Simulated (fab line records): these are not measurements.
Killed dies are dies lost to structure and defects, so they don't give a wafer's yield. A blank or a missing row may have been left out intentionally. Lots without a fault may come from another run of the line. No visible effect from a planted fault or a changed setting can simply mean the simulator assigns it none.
fab line records | flow nand_harc | part 2 of 2: steps 5 to 6 of 6
[record] lots = 17 wafers = 51 last_day = 24
route steps=1159 shown A_STAIRCASE@670 A_SGD_CUT@763
lots that met no fault: from a run of the same line without faults
start_h: hours from the record's first day to the start of the lot's first wafer shown | wait_h: time in hours since the lot's previous step | " repeats the value in the row above | L1.1+2: a row that stands for several wafers | - no value, or no start was given | * or withheld: withheld | < > ~ a bound
route shown NAME@n: names a module that has steps shown in the file, with the first one's number in the route | usual: the fault-free wafers' mean and standard deviation | same: alike in all rows | chamber/n: place in a boat | sites: per-site readings | _std_site: the values' standard deviation | _edge_site: mean of outer sites minus mean of inner sites | radius_mm: how far each site lies from the wafer's centre | mask NAME#n: copy n | behind: tool/chamber where the wafer was last shaped | hold: the reason the lot was held/the length of the hold in hours/how it ended | device: which transistor (n, p or np) failed to switch | end of line: tests run on the same wafers once the route is complete | a step with no rows: only its recipe | killed: dies lost to structure and defects at the first sort, not the wafer's yield | map: a wafer's dies, x killed, . not, _ none there
set.NAME: the setting the step ran with; set.NAME@STEP: the setting that earlier step ran with | model.NAME: the simulator's own value behind a step, which no gauge read
the route's steps for a sample of lots (tables are steps, rows are wafers)
services: a tool's chamber out of use, with start hour (start_h, from the record's first day; less than 0 if before it), hours out, and reason
[[steps]]
[step NHARC_A_SGD_CUT_ETCH_59]
[recipe] target_depth_a = 2600 over_etch_frac = 0.25 time_s = 406.25 ion_energy_ev = 200 n2_flow_sccm = 150 h2_flow_sccm = 150 ar_flow_sccm = 0 rf_w = 400 bias_w = 150 chemistry = N2/H2
[usual] chamber_pressure_mTorr = 30.002/0.028 drypump_motor_current_A = 5.7/0.39 mfc_ar_sccm = 0.008/0.0088 oes_product_au = 1.003/0.0091 rf_vpp_V = 430/3 showerhead_plenum_p_Torr = 2.02/0.1 throttle_valve_pct = 14.172/0.0085
// columns lot.wafer tool chamber start_h wait_h chamber_pressure_mTorr drypump_motor_current_A mfc_ar_sccm oes_product_au rf_hours_counter_h rf_vpp_V showerhead_plenum_p_Torr throttle_valve_pct
L076.1 rie_diel-09 3 - - 29.994 5.9 0 0.995 4 428 1.94 14.178
L076.2 " 2 " " 30.004 5.8 0.023 1.011 4 432 2.06 14.154
L076.6 " 2 " " 29.945 5.8 0.023 1.008 - 432 2.06 14.174
L075.3 rie_diel-04 2 - - 30.028 5.9 0 0.988 2 434 2.17 14.184
L075.1 " 1 " " 30.026 5.2 0.002 1.001 1 432 2.08 14.163
L075.4 " 0 " " 30.014 4.8 0 0.981 - 426 1.89 14.170
L079.1 rie_diel-02 3 - - 30.016 5.8 0.022 0.993 15 434 2.16 14.180
L079.3 " 0 " " 30.010 5.5 0.012 1.003 16 428 1.97 14.171
L079.4 " 2 " " 30.045 6.2 0 0.995 - 428 1.94 14.180
L080.3 rie_diel-02 0 - - 29.947 5.6 0.012 1.010 1 429 1.97 14.181
L080.6 " 0 " " 30.002 5.5 0.012 1.007 - 428 1.97 14.164
L080.4 " 3 " " 30.005 5.8 0.022 1.004 - 434 2.16 14.161
L082.1 rie_diel-02 0 - - 29.983 5.5 0.012 1.015 3 429 1.97 14.187
L082.2 " 1 " " 29.979 6.0 0 1.002 0 428 1.96 14.178
L082.5 " 3 " " 30.032 5.8 0.022 0.997 - 435 2.16 14.170
L083.1 rie_diel-04 3 - - 30.025 6.0 0.016 1.013 6 427 1.93 14.190
L083.2 " 0 " " 29.937 4.8 0 1.000 7 427 1.89 14.195
L083.6 " 3 " " 30.011 6.0 0.016 1.011 - 427 1.93 14.168
L084.4 rie_diel-04 3 - - 29.962 6.0 0.016 1.015 7 427 1.93 14.163
L084.1 " 1 " " 30.029 5.2 0.002 0.999 8 431 2.07 14.168
L084.3 " 2 " " 29.982 5.9 0 0.989 9 434 2.17 14.168
L081.1 rie_diel-02 1 - - 30.015 6.0 0 1.004 1 428 1.96 14.163
L081.2 " 0 " " 29.921 5.6 0.012 1.011 4 428 1.97 14.177
L081.6 " 1 " " 29.998 6.0 0 1.005 - 429 1.96 14.163
L089.4 rie_diel-04 3 - - 29.971 6.0 0.016 1.008 9 428 1.93 14.191
L089.2 " 1 " " 30.032 5.2 0.002 1.000 10 432 2.07 14.167
L089.6 " 3 " " 30.003 6.0 0.016 1.017 - 427 1.93 14.167
L085.1 rie_diel-02 3 - - 29.948 5.8 0.022 1.001 6 434 2.16 14.170
L085.2 " 0 " " 30.000 5.6 0.012 1.007 5 428 1.97 14.162
L085.3 " 1 " " 29.992 6.0 0 1.004 2 428 1.96 14.170
L090.3 rie_diel-09 1 - - 30.002 5.7 0 0.996 9 430 2.02 14.159
L090.6 " 2 " " 30.041 5.7 0.023 1.015 - 431 2.06 14.167
L090.5 " 3 " " 29.979 5.9 0 1.002 - 427 1.94 14.182
L092.5 rie_diel-04 0 - - 30.020 4.9 0 1.003 - 426 1.89 14.185
L092.4 " 2 " " 30.011 5.9 0 0.996 - 434 2.17 14.168
L092.6 " 3 " " 29.981 6.0 0.016 1.012 - 425 1.93 14.181
L093.4 rie_diel-09 1 - - 30.056 5.7 0 1.001 10 430 2.02 14.165
L093.3 " 3 " " 29.979 6.0 0 1.008 12 429 1.94 14.178
L093.6 " 1 " " 29.966 5.7 0 0.998 - 431 2.02 14.167
L094.1 rie_diel-04 1 - - 30.021 5.2 0.002 1.004 13 432 2.07 14.169
L094.2 " 2 " " 30.075 5.9 0 0.988 17 436 2.16 14.157
L094.6 " 3 " " 29.937 6.0 0.016 1.020 - 427 1.93 14.183
L095.4 rie_diel-02 1 - - 29.992 6.0 0 1.014 8 428 1.96 14.179
L095.1 " 3 " " 29.966 5.8 0.022 0.996 11 434 2.16 14.176
L095.6 " 1 " " 30.031 6.0 0 1.008 - 427 1.96 14.172
L096.2 rie_diel-04 2 - - 30.017 5.9 0 0.998 18 434 2.16 14.182
L096.3 " 3 " " 30.037 6.0 0.016 1.021 17 426 1.93 14.170
L096.6 " 2 " " 30.004 5.9 0 0.988 - 434 2.16 14.179
L097.2 rie_diel-02 0 - - 30.017 5.6 0.012 1.016 11 428 1.96 14.185
L097.4 " 1 " " 29.982 6.0 0 1.013 8 428 1.96 14.166
L097.6 " 3 " " 29.997 5.8 0.022 1.000 - 433 2.16 14.184
[step NHARC_A_SGD_CUT_STRIP_17]
[recipe] o2_flow_sccm = 500 ar_flow_sccm = 0 bias_w = 0 chemistry = O2
[usual] chamber_pressure_mTorr = 60.00/0.053 drypump_motor_current_A = 5.7/0.4 mfc_ar_sccm = 0.007/0.0088 oes_product_au = 1.001/0.0087 rf_vpp_V = 57.7/0.84 showerhead_plenum_p_Torr = 3.50/0.16 throttle_valve_pct = 17.037/0.0091
// columns lot.wafer tool chamber start_h wait_h chamber_pressure_mTorr drypump_motor_current_A mfc_ar_sccm oes_product_au rf_hours_counter_h rf_vpp_V showerhead_plenum_p_Torr throttle_valve_pct
L076.2 rie_diel-09 2 - - 59.97 5.8 0.023 0.997 5 58.3 3.57 17.041
L076.1 " 0 " " 59.82 5.5 0.015 1.002 4 58.4 3.73 17.043
L076.6 " 0 " " 59.88 5.5 0.015 1.000 - 58.1 3.73 17.041
L075.3 rie_diel-04 0 - - 60.01 4.9 0 0.994 2 57.4 3.30 17.031
L075.1 " 1 " " 59.95 5.2 0.002 1.001 2 57.0 3.59 17.052
L075.4 " 0 " " 59.96 4.9 0 0.978 - 57.5 3.30 17.028
L079.4 rie_diel-09 2 328.42 0.1 59.99 5.7 0.023 0.999 6 58.3 3.56 17.026
L079.3 " 3 " " 60.09 5.9 0 0.998 5 57.2 3.37 17.055
L079.1 " 1 " " 59.98 5.7 0 0.993 4 57.5 3.50 17.034
L080.3 rie_diel-02 2 - - 59.95 6.2 0 1.003 1 59.2 3.38 17.038
L080.6 " 2 " " 60.03 6.2 0 1.004 - 57.8 3.38 17.048
L080.4 " 3 " " 59.97 5.8 0.022 0.996 - 58.4 3.72 17.043
L082.2 rie_diel-02 3 - - 60.11 5.8 0.022 1.008 3 59.2 3.72 17.040
L082.1 " 0 " " 60.01 5.6 0.012 1.005 3 59.2 3.41 17.037
L082.5 " 3 " " 59.94 5.8 0.022 1.007 - 58.2 3.72 17.021
L083.1 rie_diel-04 1 - - 60.03 5.2 0.002 1.002 7 57.6 3.58 17.044
L083.2 " 3 " " 60.07 6.0 0.016 1.011 6 57.7 3.35 17.037
L083.6 " 0 " " 60.02 4.8 0 0.999 - 56.7 3.30 17.033
L084.4 rie_diel-04 3 - - 60.09 6.0 0.016 1.013 8 57.4 3.35 17.033
L084.1 " 0 " " 59.94 4.9 0 1.001 9 56.5 3.30 17.033
L084.3 " 1 " " 60.10 5.2 0.002 0.995 8 58.8 3.58 17.046
L081.2 rie_diel-02 1 - - 59.99 6.1 0 0.999 1 57.2 3.40 17.029
L081.1 " 2 " " 59.93 6.2 0 1.010 5 58.2 3.38 17.048
L081.6 " 2 " " 60.06 6.2 0 1.008 - 57.4 3.38 17.046
L089.2 rie_diel-04 3 - - 59.97 6.0 0.016 0.999 9 56.9 3.35 17.042
L089.4 " 1 " " 60.07 5.2 0.002 1.000 10 58.1 3.58 17.059
L089.6 " 3 " " 59.97 6.0 0.016 1.007 - 57.9 3.35 17.027
L085.3 rie_diel-02 2 - - 59.99 6.2 0 1.023 6 57.2 3.38 17.043
L085.1 " 3 " " 60.04 5.8 0.022 1.011 6 57.8 3.72 17.038
L085.2 " 0 " " 60.01 5.6 0.012 1.014 5 57.5 3.41 17.040
L090.3 rie_diel-09 3 - - 60.09 5.9 0 0.998 11 58.2 3.37 17.045
L090.5 " 1 " " 60.00 5.7 0 0.999 - 58.3 3.50 17.034
L090.6 " 2 " " 60.01 5.8 0.023 0.998 - 58.8 3.56 17.029
L092.5 rie_diel-04 3 - - 59.94 6.0 0.016 1.011 - 57.8 3.35 17.041
L092.6 " 0 " " 60.06 4.9 0 1.002 - 58.0 3.29 17.044
L092.4 " 2 " " 59.94 5.9 0 0.993 - 57.0 3.72 17.027
L093.3 rie_diel-09 2 - - 59.97 5.7 0.023 1.004 13 56.8 3.56 17.046
L093.4 " 0 " " 59.98 5.4 0.015 1.001 12 57.9 3.72 17.051
L093.6 " 2 " " 60.00 5.7 0.023 1.013 - 59.8 3.56 17.015
L094.1 rie_diel-04 2 - - 60.02 5.9 0 0.983 17 57.0 3.72 17.045
L094.2 " 1 " " 60.01 5.2 0.002 1.002 14 57.5 3.58 17.043
L094.6 " 3 " " 60.03 6.0 0.016 1.009 - 56.3 3.35 17.036
L095.1 rie_diel-02 3 - - 59.99 5.8 0.022 0.998 12 58.0 3.71 17.049
L095.4 " 0 " " 60.11 5.6 0.012 1.006 12 58.4 3.41 17.039
L095.6 " 2 " " 59.94 6.2 0 1.003 - 58.2 3.37 17.051
L096.3 rie_diel-04 3 - - 59.92 6.0 0.016 1.011 17 57.2 3.35 17.022
L096.2 " 0 " " 60.05 4.8 0 1.003 16 57.0 3.29 17.043
L096.6 " 2 " " 59.97 5.9 0 0.997 - 56.8 3.72 17.036
L097.2 rie_diel-02 0 - - 59.98 5.6 0.012 1.015 12 56.4 3.41 17.037
L097.4 " 3 " " 59.93 5.8 0.022 0.998 12 57.2 3.71 17.050
L097.6 " 0 " " 59.94 5.6 0.012 1.011 - 56.3 3.41 17.040
[[services]]
// columns tool chamber start_h hours kind
rie_diel-01 0 244.88 - clean
rie_diel-09 - 254.10 9.0 pm
rie_diel-13 - 264.36 2.3 repair
rie_diel-13 - 276.05 9.0 pm
rie_diel-09 - 282.55 0.6 repair
rie_diel-04 - 288.90 9.0 pm
rie_diel-02 1 301.04 52.3 repair
rie_diel-09 1 304.83 23.4 repair
rie_diel-01 - 314.85 9.0 pm
rie_diel-04 3 315.31 6.5 repair
rie_diel-02 - 324.94 0.5 repair
rie_diel-02 - 327.89 9.0 pm
rie_diel-01 0 337.73 3.3 repair
rie_diel-03 2 343.78 5.5 repair
rie_diel-04 3 352.79 4.7 repair
rie_diel-09 1 359.80 1.4 repair
rie_diel-13 2 385.36 7.5 repair
rie_diel-01 1 390.82 1.7 repair
rie_diel-03 3 392.04 7.1 repair
rie_diel-03 - 392.31 9.0 pm
rie_diel-13 - 403.61 1.7 repair
rie_diel-04 1 407.88 12.2 repair
rie_diel-04 0 420.39 6.2 repair
rie_diel-09 - 431.10 9.0 pm
